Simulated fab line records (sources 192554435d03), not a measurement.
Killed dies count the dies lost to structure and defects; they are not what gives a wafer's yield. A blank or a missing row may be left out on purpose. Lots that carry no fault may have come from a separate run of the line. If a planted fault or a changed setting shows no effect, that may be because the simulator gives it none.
Matching of chambers / flow n5_finfet / N5_BEOL_M6_STRIP_36 on rie_diel-05: 4 sister chambers
The step strips in N2/H2. 8 wafers are shown with their chamber, then 10 later ones without.

WAFERS, EACH WITH ITS CHAMBER
wafer=L076.3; chamber=2; showerhead_plenum_p_Torr (Torr)=2.66; throttle_valve_pct (%)=23.5
wafer=L082.4; chamber=0; showerhead_plenum_p_Torr (Torr)=2.35; throttle_valve_pct (%)=24.1
wafer=L082.6; chamber=3; showerhead_plenum_p_Torr (Torr)=2.61; throttle_valve_pct (%)=23.6
wafer=L087.3; chamber=0; showerhead_plenum_p_Torr (Torr)=2.35; throttle_valve_pct (%)=24.1
wafer=L087.4; chamber=1; showerhead_plenum_p_Torr (Torr)=2.48; throttle_valve_pct (%)=23.8
wafer=L087.5; chamber=1; showerhead_plenum_p_Torr (Torr)=2.48; throttle_valve_pct (%)=23.7
wafer=L089.1; chamber=2; showerhead_plenum_p_Torr (Torr)=2.65; throttle_valve_pct (%)=23.5
wafer=L089.2; chamber=3; showerhead_plenum_p_Torr (Torr)=2.60; throttle_valve_pct (%)=23.6

WAFERS WITHOUT THEIR CHAMBER
wafer=L089.4; showerhead_plenum_p_Torr (Torr)=2.60; throttle_valve_pct (%)=23.5
wafer=L086.2; showerhead_plenum_p_Torr (Torr)=2.65; throttle_valve_pct (%)=23.5
wafer=L086.4; showerhead_plenum_p_Torr (Torr)=2.48; throttle_valve_pct (%)=23.7
wafer=L086.5; showerhead_plenum_p_Torr (Torr)=2.65; throttle_valve_pct (%)=23.5
wafer=L088.1; showerhead_plenum_p_Torr (Torr)=2.65; throttle_valve_pct (%)=23.5
wafer=L088.2; showerhead_plenum_p_Torr (Torr)=2.48; throttle_valve_pct (%)=23.7
wafer=L088.5; showerhead_plenum_p_Torr (Torr)=2.60; throttle_valve_pct (%)=23.6
wafer=L095.1; showerhead_plenum_p_Torr (Torr)=2.47; throttle_valve_pct (%)=23.8
wafer=L095.3; showerhead_plenum_p_Torr (Torr)=2.64; throttle_valve_pct (%)=23.5
wafer=L095.4; showerhead_plenum_p_Torr (Torr)=2.60; throttle_valve_pct (%)=23.6

WHICH CHAMBER EACH ONE RAN IN
wafer=L089.4; from the rows above=3; in truth=3
wafer=L086.2; from the rows above=2; in truth=2
wafer=L086.4; from the rows above=1; in truth=1
wafer=L086.5; from the rows above=2; in truth=2
wafer=L088.1; from the rows above=2; in truth=2
wafer=L088.2; from the rows above=1; in truth=1
wafer=L088.5; from the rows above=3; in truth=3
wafer=L095.1; from the rows above=1; in truth=1
wafer=L095.3; from the rows above=2; in truth=2
wafer=L095.4; from the rows above=3; in truth=3
Correctly placed: 10 of 10. Left unplaced by these rows: 0. Wrongly placed: 0.
How it was worked out, from the rows above alone: a wafer's distance from a chamber is the root of the sum, over the readings, of the square of ((its reading less the chamber's mean) divided by the reading's scatter). The wafer belongs to the nearest chamber; if the next one is less than 2 further off, it can't be placed. Each chamber's mean is taken over the wafers shown for it. The scatter: take each reading less its chamber's mean, square it, sum over the shown wafers, divide by the number of wafers less the number of chambers, and take the root.
